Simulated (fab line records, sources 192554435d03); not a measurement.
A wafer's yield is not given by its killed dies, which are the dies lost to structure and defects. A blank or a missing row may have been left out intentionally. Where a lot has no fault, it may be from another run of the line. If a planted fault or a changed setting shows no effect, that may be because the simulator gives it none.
Chamber matching    flow n5 finfet    N5_BEOL_M5_CURE_79 on uv cure-03 has 3 sister chambers
The step cures SiCOH lowk, time 240 s. 6 wafers are shown with their chamber, then 7 later ones without.

## WAFERS WITH THEIR CHAMBER
wafer   chamber  wafer_temp_C_max  lamp power pct (%)
L095.5  0        387.5             52.25
L095.6  0        387.3             52.36
L090.3  2        385.8             52.30
L090.6  2        385.4             52.31
L092.2  1        387.2             52.25
L092.4  1        387.0             52.27

## WAFERS WHOSE CHAMBER IS MISSING
wafer   wafer_temp_C_max  lamp power pct (%)
L092.6  387.8             52.31
L093.2  387.9             52.33
L093.3  388.9             52.26
L093.6  387.6             52.31
L097.1  386.8             52.29
L097.3  386.7             52.50
L097.6  386.3             52.26

## EACH ONE'S CHAMBER
wafer   from the rows above           in truth
L092.6  can't be placed: 0 or 1       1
L093.2  can't be placed: 0 or 1       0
L093.3  can't be placed: 0 or 1       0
L093.6  can't be placed: 0 or 1       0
L097.1  can't be placed: 1 or 0       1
L097.3  can't be placed: 0 or 1 or 2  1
L097.6  can't be placed: 2 or 1 or 0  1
Placed correctly: 0 of 7. Can't be placed from these rows: 7 (the true chamber is among the candidates in 7). Number placed wrongly: 0.
How it was worked out, from the rows above alone: a wafer's distance from a chamber is the root of the sum, over the readings, of the square of ((its reading less the chamber's mean) divided by the reading's scatter). If the next closest chamber is less than 2 further off than the closest, the wafer can't be placed; otherwise it belongs to the closest. A chamber's mean is the mean of its shown wafers. The scatter is the square root of a quotient: the sum, over the shown wafers, of each reading's squared deviation from its chamber's mean, divided by wafers minus chambers.
